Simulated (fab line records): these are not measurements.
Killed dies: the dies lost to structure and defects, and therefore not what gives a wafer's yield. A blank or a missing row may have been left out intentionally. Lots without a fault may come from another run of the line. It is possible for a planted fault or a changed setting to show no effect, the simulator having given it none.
Which tool is to blame? | flow n5_finfet | Sampling: 10 lots, 30 wafers, 5 of 1938 route steps

== WHAT THE GAUGES READ, wafer by wafer ==
N5_FIN_SAQP_INSPECT_40: inspects for defects (brightfield). Usual: 226 for raw_defect_count, sd 58.
lot  | measured    | on                | raw_defect_count | flag
L122 | day 2 03:40 | defect_inspect-02 | 279 319 298      |
L125 | day 2 19:32 | defect_inspect-01 | 213 264 163      |
L127 | day 3 08:04 | defect_inspect-01 | 459 292 245      |
L130 | day 4 04:17 | defect_inspect-01 | 237 214 229      |
L131 | day 4 08:45 | defect_inspect-01 | 150 222 185      |
L132 | day 4 15:10 | defect_inspect-01 | 197 291 228      |
L135 | day 5 09:35 | defect_inspect-01 | 214 322 422      |
L136 | day 5 13:34 | defect_inspect-02 | 265 284 224      |
L141 | day 6 23:25 | defect_inspect-01 | 155 128 187      |
L144 | day 7 14:49 | defect_inspect-01 | 207 314 183      |

N5_FIN_CUT_CD_MEAS_08: the cd target is 29.1 nm. Usual: 29.14 nm for cd_nm, sd 0.21.
lot  | measured    | on        | cd_nm (nm)        | flag
L122 | day 2 03:59 | cd_sem-02 | 28.62 29.15 29.15 |
L125 | day 2 19:50 | cd_sem-02 | 29.34 29.20 29.16 |
L127 | day 3 08:22 | cd_sem-02 | 29.45 29.30 29.03 |
L130 | day 4 04:35 | cd_sem-02 | 29.27 28.80 29.24 |
L131 | day 4 09:03 | cd_sem-02 | 28.58 29.22 28.86 |
L132 | day 4 15:28 | cd_sem-01 | 29.06 29.12 29.09 |
L135 | day 5 10:01 | cd_sem-03 | 29.28 29.06 29.19 |
L136 | day 5 13:52 | cd_sem-01 | 29.26 29.51 29.16 |
L141 | day 6 23:50 | cd_sem-02 | 29.20 28.96 29.02 |
L144 | day 7 15:07 | cd_sem-03 | 29.37 29.14 29.07 |

N5_BEOL_M4_RC_MEAS_101. Usual: DIBL_N 35.7 mV/V, standard deviation 1.3; DIBL_P 36.0 mV/V, standard deviation 1.6; IOFF_N 0.154 nA/um, standard deviation 0.025; IOFF_P 0.21 nA/um, standard deviation 0.034; ION_N 675 uA/um, standard deviation 9.7; ION_P 465 uA/um, standard deviation 7.4; SS_N 71.3 mV/dec, standard deviation 0.55; SS_P 73.1 mV/dec, standard deviation 0.52; VT_N 250 mV, standard deviation 3; VT_P -249 mV, standard deviation 3.6.
lot  | measured     | on        | DIBL_N (mV/V)  | DIBL_P (mV/V)  | IOFF_N (nA/um)    | IOFF_P (nA/um) | ION_N (uA/um) | ION_P (uA/um) | SS_N (mV/dec)  | SS_P (mV/dec)  | VT_N (mV)   | VT_P (mV)      | flag
L122 | day 7 23:34  | prober-01 | 37.3 35.8 37.5 | 39.0 37.3 39.4 | 0.199 0.157 0.190 | 0.25 0.22 0.26 | 697 682 674   | 474 469 464   | 71.6 71.3 72.0 | 73.8 72.9 73.9 | 244 247 244 | -248 -248 -248 |
L125 | day 8 17:07  | prober-02 | 34.7 37.3 33.3 | 34.7 37.5 33.1 | 0.117 0.156 0.097 | 0.17 0.21 0.16 | 668 659 645   | 456 457 457   | 71.3 71.9 71.0 | 72.9 73.2 72.3 | 255 252 259 | -254 -250 -254 |
L127 | day 9 03:46  | prober-01 | 36.2 37.3 35.7 | 36.6 38.7 35.5 | 0.185 0.213 0.158 | 0.28 0.30 0.24 | 690 704 682   | 481 492 469   | 71.3 71.8 71.7 | 73.0 73.5 72.8 | 244 244 248 | -242 -243 -245 |
L130 | day 9 22:42  | prober-02 | 35.1 36.6 37.6 | 36.7 37.7 38.1 | 0.166 0.178 0.195 | 0.24 0.27 0.27 | 680 664 675   | 470 464 462   | 71.2 71.4 72.4 | 73.1 73.4 73.2 | 250 251 248 | -246 -242 -247 |
L131 | day 10 02:07 | prober-02 | 35.9 34.7 34.6 | 36.1 35.1 34.3 | 0.152 0.137 0.133 | 0.19 0.18 0.17 | 666 676 672   | 458 467 457   | 71.8 71.7 71.9 | 74.0 73.5 73.0 | 250 250 252 | -253 -253 -257 |
L132 | day 10 14:38 | prober-01 | 34.9 36.1 35.3 | 35.9 37.8 36.1 | 0.144 0.166 0.151 | 0.19 0.22 0.20 | 673 676 668   | 467 463 462   | 70.7 71.9 71.2 | 72.8 73.1 73.0 | 250 250 250 | -250 -248 -247 |
L135 | day 11 00:29 | prober-01 | 34.1 33.7 33.2 | 35.8 35.4 33.6 | 0.137 0.127 0.117 | 0.21 0.20 0.18 | 678 669 672   | 467 469 458   | 70.9 70.1 70.5 | 73.3 72.6 72.7 | 251 252 254 | -251 -249 -254 |
L136 | day 11 02:43 | prober-02 | 37.6 37.9 38.0 | 37.7 37.9 38.6 | 0.174 0.182 0.188 | 0.25 0.23 0.26 | 689 676 684   | 475 463 474   | 71.1 71.7 72.4 | 72.6 73.7 73.0 | 246 247 247 | -246 -249 -246 |
L141 | day 12 22:46 | prober-02 | 36.7 35.3 38.0 | 37.0 35.0 37.8 | 0.177 0.153 0.212 | 0.22 0.19 0.23 | 680 665 674   | 462 452 455   | 71.6 71.6 72.3 | 74.1 72.9 74.4 | 248 251 246 | -251 -253 -250 |
L144 | day 13 16:16 | prober-01 | 35.1 36.5 37.9 | 33.1 34.6 36.6 | 0.124 0.139 0.169 | 0.19 0.22 0.24 | 674 666 680   | 470 469 476   | 70.4 71.8 71.0 | 71.9 71.9 73.1 | 252 251 245 | -249 -246 -246 |

== EACH LOT AND THE TOOL THAT RAN IT (in order: tool; ch and the chambers of the sampled wafers; start) ==
lot  | N5_FIN_SAQP_FIN_ETCH_36         | N5_FIN_CUT_COAT_19
L122 | rie_si-01 ch 0,1,2, day 2 03:25 | litho_track-04 ch 0, day 2 03:43
L125 | rie_si-06 ch 1,3, day 2 19:16   | litho_track-02 ch 0, day 2 19:34
L127 | rie_si-01 ch 0,1,2, day 3 07:49 | litho_track-02 ch 0, day 3 08:06
L130 | rie_si-06 ch 1,3, day 4 04:02   | litho_track-02 ch 0, day 4 04:19
L131 | rie_si-06 ch 1,2,3, day 4 08:30 | litho_track-04 ch 0, day 4 08:47
L132 | rie_si-06 ch 0,1,3, day 4 14:55 | litho_track-04 ch 0, day 4 15:11
L135 | rie_si-01 ch 1,2,3, day 5 09:20 | litho_track-04 ch 0, day 5 09:38
L136 | rie_si-01 ch 1,3, day 5 13:19   | litho_track-01 ch 0, day 5 13:36
L141 | rie_si-01 ch 0,1,3, day 6 23:10 | litho_track-04 ch 0, day 6 23:27
L144 | rie_si-04 ch 0,3, day 7 14:34   | litho_track-01 ch 0, day 7 14:51
- N5_FIN_SAQP_FIN_ETCH_36: etches the open film in HBr/Cl2/O2, target depth 120 nm, time 50.4 s.
- N5_FIN_CUT_COAT_19: time 60 s, resist thk 20 nm.

== WHAT THE TOOLS THEMSELVES READ (means of the sampled wafers that have a number; where no wafer has one, the mark that the record gives instead) ==
N5_FIN_SAQP_FIN_ETCH_36. Usual: drypump_motor_current_A 5.6 A, standard deviation 0.54; oes_product_au 1.002 a.u., standard deviation 0.014; throttle_valve_pct 35.88 %, standard deviation 0.14.
lot  | tool      | drypump_motor_current_A (A) | oes_product_au (a.u.) | throttle_valve_pct (%) | flag
L122 | rie_si-01 | 5.6                         | 0.999                 | 35.88                  |
L125 | rie_si-06 | 5.2                         | 0.997                 | 36.02                  |
L127 | rie_si-01 | 5.6                         | 0.994                 | 35.87                  |
L130 | rie_si-06 | 5.1                         | 0.989                 | 36.02                  |
L131 | rie_si-06 | 5.0                         | 1.001                 | 35.94                  |
L132 | rie_si-06 | 5.5                         | 0.990                 | 35.93                  |
L135 | rie_si-01 | 5.9                         | 1.014                 | 35.83                  |
L136 | rie_si-01 | 5.6                         | 1.006                 | 35.74                  |
L141 | rie_si-01 | 5.5                         | 1.009                 | 35.75                  |
L144 | rie_si-04 | 5.7                         | 1.013                 | 35.82                  |

N5_FIN_CUT_COAT_19. Usual: dispense_pressure_kPa 54.2 kPa, standard deviation 1.9; heater_power_total_W 427.7 W, standard deviation 2.1; run_length_s 66.2 s, standard deviation 0.3.
lot  | tool           | dispense_pressure_kPa (kPa) | heater_power_total_W (W) | run_length_s (s) | flag
L122 | litho_track-04 | 53.0                        | 428.4                    | 66.6             |
L125 | litho_track-02 | 52.0                        | 430.0                    | 66.0             |
L127 | litho_track-02 | 52.0                        | 426.5                    | 65.8             |
L130 | litho_track-02 | 52.0                        | 426.6                    | 65.8             |
L131 | litho_track-04 | 53.0                        | 428.0                    | 66.6             |
L132 | litho_track-04 | 53.0                        | 428.7                    | 66.6             |
L135 | litho_track-04 | 53.0                        | 428.3                    | 70.0             | OFF
L136 | litho_track-01 | 56.4                        | 428.2                    | 66.1             |
L141 | litho_track-04 | 53.0                        | 429.3                    | 70.0             | OFF
L144 | litho_track-01 | 56.5                        | 425.0                    | 66.0             |

== THE ANSWER, worked out from the rows above alone ==
Rule: a lot counts as off when the mean over its wafers that have a number is more than 3 standard deviations away from the usual mean. Also off: a lot with no number at a reading for which 4 or more lots have one. All remaining lots with rows at the step are treated as sound. First the gauges in route order, then the tools' own readings, where a lot's mean is used as printed above. The first step at which some lot is off is used, and at that step the reading that is off furthest; a lot without a number counts as furthest.
Off: L135, L141, at N5_FIN_CUT_COAT_19 (run_length_s).
A tool fits if, at that step or a process step before it, it ran every lot that is off, and no sound lot after the first of them. One fits: N5_FIN_CUT_COAT_19 on litho_track-04. A fault onset in the window from L132 (day 4 15:11, its last sound lot) to L135 (day 5 09:38, its first lot off) fits.
On the lots that are off, the tool's own readings at N5_FIN_CUT_COAT_19 differ by more than 5 times the standard deviation of the sound lots' means, which bears it out; run_length_s reads 70.0 s there versus 66.2 s on the sound lots.

== WHAT THE SIMULATOR PUT IN ==
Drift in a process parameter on litho_track-04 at N5_FIN_CUT_COAT_19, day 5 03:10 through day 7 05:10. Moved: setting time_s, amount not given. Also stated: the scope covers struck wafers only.
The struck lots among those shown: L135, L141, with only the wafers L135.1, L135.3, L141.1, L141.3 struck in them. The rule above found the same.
